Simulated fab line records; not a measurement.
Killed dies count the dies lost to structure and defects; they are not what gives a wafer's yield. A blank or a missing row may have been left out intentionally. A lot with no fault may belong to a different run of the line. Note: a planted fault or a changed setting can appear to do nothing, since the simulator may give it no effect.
Matching of chambers || flow n5 finfet || pecvd-02 running N5_BEOL_M15_ILD_DEP_00: 3 sister chambers
The step deposits SiO2 from TEOS/O2, target thk 1629.3 nm, time 346.1 s. 3 wafers are shown with their chamber, then 11 later ones without.

== WAFERS PAIRED WITH THEIR CHAMBERS ==
{"wafer": "L091.5", "chamber": 1, "throttle valve pct (%)": 20.8}
{"wafer": "L091.6", "chamber": 0, "throttle valve pct (%)": 20.2}
{"wafer": "L093.1", "chamber": 2, "throttle valve pct (%)": 18.4}

== WAFERS WHOSE CHAMBER IS MISSING ==
{"wafer": "L093.2", "throttle valve pct (%)": 20.1}
{"wafer": "L093.5", "throttle valve pct (%)": 20.4}
{"wafer": "L092.1", "throttle valve pct (%)": 20.3}
{"wafer": "L092.3", "throttle valve pct (%)": 20.6}
{"wafer": "L092.4", "throttle valve pct (%)": 20.2}
{"wafer": "L094.1", "throttle valve pct (%)": 18.7}
{"wafer": "L094.3", "throttle valve pct (%)": 20.6}
{"wafer": "L094.5", "throttle valve pct (%)": 20.3}
{"wafer": "L097.2", "throttle valve pct (%)": 18.8}
{"wafer": "L097.3", "throttle valve pct (%)": 20.1}
{"wafer": "L097.5", "throttle valve pct (%)": 18.4}

== CHAMBER TAKEN BY EACH ==
{"wafer": "L093.2", "from the rows above": 0, "in truth": 0}
{"wafer": "L093.5", "from the rows above": "can't be placed: 0 or 1", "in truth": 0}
{"wafer": "L092.1", "from the rows above": 0, "in truth": 0}
{"wafer": "L092.3", "from the rows above": "can't be placed: 1 or 0", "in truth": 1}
{"wafer": "L092.4", "from the rows above": 0, "in truth": 0}
{"wafer": "L094.1", "from the rows above": 2, "in truth": 2}
{"wafer": "L094.3", "from the rows above": "can't be placed: 1 or 0", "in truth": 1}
{"wafer": "L094.5", "from the rows above": 0, "in truth": 0}
{"wafer": "L097.2", "from the rows above": 2, "in truth": 2}
{"wafer": "L097.3", "from the rows above": 0, "in truth": 0}
{"wafer": "L097.5", "from the rows above": 2, "in truth": 2}
Placed correctly: 8 of 11. Cannot be placed on the basis of these rows: 3; the candidates contain the true chamber in 3. Wrongly placed: 0.
How it was worked out, from the rows above alone: a wafer's distance from a chamber is the root of the sum, over the readings, of the square of ((its reading less the chamber's mean) divided by the reading's scatter). The wafer belongs to the nearest chamber; if the next one is less than 2 further off, it can't be placed. For every chamber, the mean is computed from those of its wafers that are shown. The scatter (one wafer shown for each chamber): square how far every hidden wafer sits from the nearest shown wafer, average those squares and take the square root.
